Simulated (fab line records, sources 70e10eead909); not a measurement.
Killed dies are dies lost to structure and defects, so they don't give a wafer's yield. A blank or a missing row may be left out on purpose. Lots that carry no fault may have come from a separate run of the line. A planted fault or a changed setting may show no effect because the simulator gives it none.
A single fault, viewed from 2 desks -- flow nand-harc -- what lay behind the numbers comes last; until then each desk has only its own

== THE TOOL OWNER'S DESK: rie-diel-09 ==
The tool's own readings at NHARC_P_CONTACT_ETCH_18 (etches the open film in C4F8/O2/Ar, target depth 481 nm, time 240.5 s): means of the sampled wafers that have a number, for each lot that ran on this tool. Any lot whose mean is over 4 standard deviations away from the usual mean is out of limits and marked OUT; that distance is given in the brackets.
Columns: A = chamber-pressure-mTorr at NHARC_P_CONTACT_ETCH_18, usual 24.999 mTorr; B = oes-product-au at NHARC_P_CONTACT_ETCH_18, usual 0.966 a.u.; C = rf-vpp-V at NHARC_P_CONTACT_ETCH_18, usual 980 V; D = run-length-s at NHARC_P_CONTACT_ETCH_18, usual 261.8 s
lot,first seen here,A,B,C,D
L154,day 5 23:01,25.001,0.992,982,261.7
L156,day 6 20:35,24.997,0.978,979,261.9
L158,day 7 07:00,25.000,0.969,978,231.2 (-73) OUT
L161,day 7 19:38,24.995,0.948,978,230.9 (-74) OUT
L163,day 8 18:38,25.008,0.926,979,231.1 (-73) OUT
L175,day 10 22:48,25.003,0.963,979,261.6
L174,day 10 23:49,24.990,0.950,975,262.2
This desk's verdict: out of limits on L158, L161, L163, starting with L158 at day 7 07:00 (run-length-s at NHARC_P_CONTACT_ETCH_18). L154, L156, L175, L174: within limits.

== AT THE METROLOGY DESK ==
What the gauges read, lot by lot, whatever tool the lot ran on: means of the sampled wafers that have a number. Any lot whose mean is over 4 standard deviations away from the usual mean is out of limits and marked OUT; that distance is given in the brackets.
Columns: A = cd-nm at NHARC_P_CONTACT_CD_MEAS_12, usual 90.0 nm; B = overlay-x-nm at NHARC_P_CONTACT_OVL_MEAS_13, usual -0.1 nm; C = overlay-y-nm at NHARC_P_CONTACT_OVL_MEAS_13, usual 0.1 nm
lot,first seen here,A,B,C
L154,day 5 22:20,89.4,-1.7,0.4
L153,day 5 22:31,90.6,-0.4,-1.3
L156,day 6 19:54,90.5,0.7,0.6
L158,day 7 06:13,90.2,0.1,0.1
L161,day 7 18:54,89.5,0.8,-0.4
L163,day 8 17:57,89.8,-0.2,0.2
L164,day 8 19:22,89.9,1.0,1.9
L168,day 9 14:28,89.7,0.8,0.1
L169,day 9 15:24,89.9,-1.3,0.5
L170,day 10 01:14,90.3,-0.8,-0.2
L172,day 10 15:07,90.6,-0.7,0.2
L173,day 10 21:42,90.4,-1.7,-0.0
L175,day 10 22:07,90.6,2.2,-0.1
L174,day 10 23:09,90.6,-0.9,0.5
Finding of this desk: none of the 14 lots has anything out of limits.

== BROUGHT TOGETHER ==
The tool owner's desk had the chance to raise an alarm at day 7 07:00 on L158, L161, L163.
Nothing out of limits was seen by the metrology desk.
The metrology desk has L158, L161, L163 on record, within its limits.
Every lot named ran NHARC_P_CONTACT_ETCH_18 on rie-diel-09.

== WHAT HAD BEEN PUT IN BY THE SIMULATOR ==
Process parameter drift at NHARC_P_CONTACT_ETCH_18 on rie-diel-09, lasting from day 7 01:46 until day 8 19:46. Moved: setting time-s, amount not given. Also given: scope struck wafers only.
Struck lots among those shown: L158, L161, L163.
Each desk's first reading out of limits, in hours after the fault started: the tool owner's desk, 5.
